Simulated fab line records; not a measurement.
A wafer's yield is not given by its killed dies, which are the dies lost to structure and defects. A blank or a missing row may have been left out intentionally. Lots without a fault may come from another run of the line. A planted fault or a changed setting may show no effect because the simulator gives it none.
A lot that was struck, set against a sound lot + flow nand harc + 15 steps out of a route of 1159
Sound: the wafers L816.2, L816.3, L816.4. Struck: wafer L824.6; the same lot's L824.1 was not struck, so it is left out; see the end for the cause.
Each step with rows lists, per side, the tool, then ch with its chambers, then its first start. Under that, the readings that differ: sound wafers + struck wafers + difference of the means + sigmas: that difference in standard deviations of wafers without a fault.
alike: readings whose means differ by less than 2 such deviations, and words and numbers that are the same on both sides. not compared: withheld readings, readings that some wafer has no value for, bounds like >300 that may hide the same value, and numbers for which the record gives no deviation and whose values overlap.
A row with sigmas, a row that says differs or no value, or rows on one side alone: a step with any of these is where the two part. When numbers do not overlap yet have no deviation, they are printed without sigmas and do not part them. A reading missing from all wafers of one side parts the sides only when that side holds two or more wafers.

first, 7 steps without rows for these wafers: NHARC_A_BLC_COAT_03 (time 65 s); NHARC_A_BLC_COAT_04 (resist thk 90 nm); NHARC_A_BLC_SOFTBAKE_05 (time 55 s); NHARC_A_BLC_EBR_06; NHARC_A_BLC_EXPOSE_07 (exposes mask A BLC, target cd 100 nm); NHARC_A_BLC_PEB_08 (peb time 65 s); NHARC_A_BLC_DEVELOP_09 (develop time 35 s).
NHARC_A_BLC_CD_MEAS_10: the cd target is 100 nm.
  sound on cd sem-01 ch 0, day 19 12:42; struck on cd sem-01 ch 0, day 20 23:13
| reading    | sound          | struck | difference | sigmas |
|------------|----------------|--------|------------|--------|
| cd nm (nm) | 99.2 99.6 99.8 | 100.8  | +1.3       | +2     |
NHARC_A_BLC_OVL_MEAS_11:
  sound: overlay-01 at day 19 12:47; struck: overlay-01 at day 20 23:19
  alike: overlay x nm, overlay y nm
NHARC_A_BLC_INSPECT_12:
  sound: defect inspect-02 at day 19 12:50; struck: defect inspect-02 at day 20 23:20
  alike: raw defect count
NHARC_A_BLC_DESCUM_15: chemistry O2, time 3 s.
  sound on rie diel-02 ch 0,1,3, day 19 12:53; struck on rie diel-13 ch 2, day 20 23:25
  alike: drypump motor current A, oes product au, rf vpp V, showerhead plenum p Torr, throttle valve pct
  not compared: rf hours counter h
NHARC_A_BLC_ETCH_16: etches the open film in CF4, target depth 39 nm, time 65 s.
  sound on rie diel-02 ch 0,2,3, day 19 12:59; struck on rie diel-13 ch 1, day 20 23:32
  alike: drypump motor current A, oes product au, rf vpp V, run length s, showerhead plenum p Torr, throttle valve pct
  not compared: rf hours counter h
NHARC_A_BLC_ETCH_17: etches the open film in N2/H2, target depth 390 nm, time 609.38 s.
  sound on rie diel-02 ch 0,2,3, day 19 13:04; struck on rie diel-13 ch 2, day 20 23:38
| reading          | sound             | struck | difference | sigmas |
|------------------|-------------------|--------|------------|--------|
| run length s (s) | 630.1 629.8 630.5 | 616.5  | -13.6      | -28    |
  alike: drypump motor current A, oes product au, rf vpp V, showerhead plenum p Torr, throttle valve pct
  not compared: rf hours counter h
NHARC_A_BLC_ETCH_18: etches the open film in C4F8/O2/Ar, target depth 910 nm.
  sound on rie diel-02 ch 1,2,3; struck on rie diel-13 ch 3
  alike: oes product au, rf vpp V
  not compared: rf hours counter h
then, 1 step without rows for these wafers: NHARC_END_SORT_01.

WHERE THEY PART
Last at NHARC_A_BLC_ETCH_17 as far as this record goes, first at NHARC_A_BLC_CD_MEAS_10. Later steps at which nothing parts them and some readings are alike: NHARC_A_BLC_ETCH_18.

WHY: what had been put in by the simulator
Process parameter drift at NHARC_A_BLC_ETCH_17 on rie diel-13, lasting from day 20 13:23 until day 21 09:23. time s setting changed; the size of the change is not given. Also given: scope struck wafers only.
